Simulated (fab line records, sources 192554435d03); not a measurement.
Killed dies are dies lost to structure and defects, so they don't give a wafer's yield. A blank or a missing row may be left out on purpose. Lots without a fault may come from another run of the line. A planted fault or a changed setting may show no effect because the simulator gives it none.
Chamber matching | flow n5_finfet | N5_BEOL_M12_TRENCH_ETCH_34 on rie_diel-02: 4 sister chambers
The step etches SiOC in C4F8/O2/Ar, target depth 318.95 nm, time 125.5 s. 16 wafers are shown with their chamber, then 8 later ones without.

WAFERS WITH THEIR CHAMBER
wafer  | chamber | showerhead_plenum_p_Torr (Torr) | throttle_valve_pct (%) | drypump_motor_current_A (A)
L074.1 | 0       | 3.22                            | 23.85                  | 5.8
L074.4 | 1       | 3.49                            | 24.41                  | 6.4
L074.6 | 0       | 3.22                            | 23.86                  | 5.8
L079.1 | 3       | 3.35                            | 24.31                  | 6.8
L079.5 | 2       | 3.39                            | 24.14                  | 5.8
L079.6 | 3       | 3.35                            | 24.30                  | 6.8
L083.1 | 3       | 3.35                            | 24.32                  | 6.8
L083.5 | 0       | 3.21                            | 23.87                  | 5.8
L083.6 | 1       | 3.48                            | 24.44                  | 6.3
L087.2 | 2       | 3.39                            | 24.15                  | 5.8
L087.5 | 3       | 3.35                            | 24.32                  | 6.8
L087.6 | 0       | 3.21                            | 23.89                  | 5.8
L090.3 | 2       | 3.38                            | 24.17                  | 5.9
L090.4 | 1       | 3.47                            | 24.44                  | 6.3
L090.6 | 2       | 3.38                            | 24.16                  | 5.8
L092.1 | 2       | 3.38                            | 24.17                  | 5.9

SIGNATURES (means of the wafers above)
reading                  | chamber 0 | chamber 1 | chamber 2 | chamber 3 | scatter within a chamber
showerhead_plenum_p_Torr | 3.2150    | 3.4800    | 3.3840    | 3.3500    | 0.00592
throttle_valve_pct       | 23.8675   | 24.4300   | 24.1580   | 24.3125   | 0.0142
drypump_motor_current_A  | 5.800     | 6.333     | 5.840     | 6.800     | 0.0394
Rule: a wafer's distance from a chamber is the root of the sum, over the readings, of the square of ((its reading less the chamber's mean) divided by the reading's scatter). The wafer belongs to the nearest chamber; if the next one is less than 2 further off, it can't be placed. The scatter: the root of (the sum of the squares of (reading less its chamber's mean) over the shown wafers, divided by (wafers less chambers)).

WAFERS WITHOUT THEIR CHAMBER
wafer  | showerhead_plenum_p_Torr (Torr) | throttle_valve_pct (%) | drypump_motor_current_A (A)
L092.2 | 3.20                            | 23.89                  | 5.8
L092.5 | 3.34                            | 24.36                  | 6.8
L094.2 | 3.20                            | 23.89                  | 5.8
L094.3 | 3.47                            | 24.44                  | 6.4
L094.6 | 3.34                            | 24.33                  | 6.8
L096.4 | 3.46                            | 24.46                  | 6.3
L096.5 | 3.46                            | 24.47                  | 6.3
L096.6 | 3.20                            | 23.70                  | 5.8

WHICH CHAMBER EACH WENT THROUGH
wafer  | from the rows above | in truth
L092.2 | 0                   | 0
L092.5 | 3                   | 3
L094.2 | 0                   | 0
L094.3 | 1                   | 1
L094.6 | 3                   | 3
L096.4 | 1                   | 1
L096.5 | 1                   | 1
L096.6 | 0                   | 0
Placed correctly: 8 of 8. Can't be placed from these rows: 0. Placed wrongly: 0.
